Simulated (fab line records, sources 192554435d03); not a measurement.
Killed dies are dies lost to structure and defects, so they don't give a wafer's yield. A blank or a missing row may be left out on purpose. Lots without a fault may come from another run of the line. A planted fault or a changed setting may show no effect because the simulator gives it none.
A struck lot beside a sound one | flow n5_finfet | 15 steps out of a route of 1938
Sound: wafers L519.1, L519.2, L519.4. Struck: wafer L508.1. (L508.5 of the same lot was not struck and is left out.) The cause comes at the end.
At each step with rows: each side's tool, then ch and its chambers, then its first start. Under that, the readings that differ: sound wafers | struck wafers | difference of the means | sigmas: that difference in standard deviations of wafers without a fault.
alike: readings whose means differ by less than 2 such deviations, and words and numbers that are the same on both sides. not compared: withheld readings, readings that some wafer has no value for, bounds like >300 that may hide the same value, and numbers for which the record gives no deviation and whose values overlap.
The two part at a step that has a row with sigmas, a row that says differs or no value, or rows on one side only. Numbers that don't overlap but have no deviation are shown without sigmas and don't part them. A reading that every wafer of one side lacks parts them only if that side has two wafers or more.

first, 1 step without rows for these wafers: N5_BEOL_M7_CURE_75 (cures SiCOH lowk, time 120 s).
N5_BEOL_M7_DEGAS_44: time 60 s.
  sound on pvd_sputter-02, day 15 00:54; struck on pvd_sputter-03, day 12 12:17
  alike: heater_power_w
then, 2 steps without rows for these wafers: N5_BEOL_M7_PRE_CLEAN_45 (time 30 s); N5_BEOL_M7_ALD_77 (deposits TaN, target thk 2 nm, pulse time 2 s, purge time 3 s).
N5_BEOL_M7_SURFACE_TREAT_79:
  sound on pvd_sputter-02, day 15 01:20; struck on pvd_sputter-02, day 12 12:48
  not compared: pressure_mtorr, throttle_valve_pct
then, 1 step without rows for these wafers: N5_BEOL_M7_CVD_78 (deposits Co from CCTBA/H2, target thk 2 nm, time 142.3 s).
N5_BEOL_M7_SPUTTER_48: material Cu, target thk 10 nm, time 1.667 s.
  sound on pvd_sputter-03, day 15 01:33; struck on pvd_sputter-02, day 12 13:00
  alike: cathode_dc_power_W, chuck_sensor_temp_C, throttle_valve_pct
then, 1 step without rows for these wafers: N5_BEOL_M7_ECD_50 (material Cu, target thk 300 nm).
N5_BEOL_M7_ANNEAL_51: time 90 s.
  sound on rtp_anneal-01 ch 0, day 15 01:56; struck on rtp_anneal-02 ch 0, day 12 13:35
  alike: anneal_temp_c, wafer_temp_C_max
N5_BEOL_M7_CMP_52: polishes, stops on SiCOH lowk, t overpolish 6.9 s, target thk 80 nm.
  sound on cmp-02 ch 0,2,3, day 15 02:15; struck on cmp-02 ch 1, day 12 13:53
  reading                | sound    | struck | difference | sigmas
  time_to_endpoint_s (s) | 58 56 65 | 69     | +9         | +2
  alike: barrier_field_endpoint_s, motor_current_A, overpolish_run_s, retaining_ring_pressure_frac, slurry_filter_dp_kPa, slurry_flow_ml_min
N5_BEOL_M7_THK_MEAS_53: measures by xrf.
  sound on film_metro-02, day 15 02:32; struck on film_metro-02, day 12 14:11
  alike: M7_THK
then, 1 step without rows for these wafers: N5_BEOL_M7_PRE_CLEAN_55 (time 15 s).
N5_BEOL_M7_DEP_56: deposits SiCN from 3MS/NH3, target thk 10 nm, time 17.5 s.
  sound on pecvd-02 ch 0,2, day 15 02:36; struck on pecvd-03 ch 0, day 12 14:14
  reading                                  | sound       | struck | difference | sigmas
  throttle_valve_pct (%)                   | 8.5 8.7 8.4 | 11.2   | +2.7       | +3
  model.SiCN_of_BEOL_M7_DEP_56.thk_nm (nm) | 10 10 10.2  | 9.2    | -0.9       |
  alike: showerhead_plenum_p_Torr
N5_BEOL_M7_RS_MEAS_57: measures by four-point-probe.
  sound on film_metro-02, day 15 02:40; struck on film_metro-01, day 12 14:19
  alike: M7_RS
-- the record jumps here: 3 days lie between the struck wafers' starts before and after (it left off in module BEOL_M7 and takes up again in module PASSIVATION, whose first step shown is number 1936 of the route) --
N5_PASSIVATION_PROBE_49:
  the record has rows for the struck wafers here (prober-01, day 15 11:53) and none for the sound ones

WHERE THEY PART
First at N5_BEOL_M7_CMP_52; last, within this record, at N5_PASSIVATION_PROBE_49.

WHY: what the simulator had put in
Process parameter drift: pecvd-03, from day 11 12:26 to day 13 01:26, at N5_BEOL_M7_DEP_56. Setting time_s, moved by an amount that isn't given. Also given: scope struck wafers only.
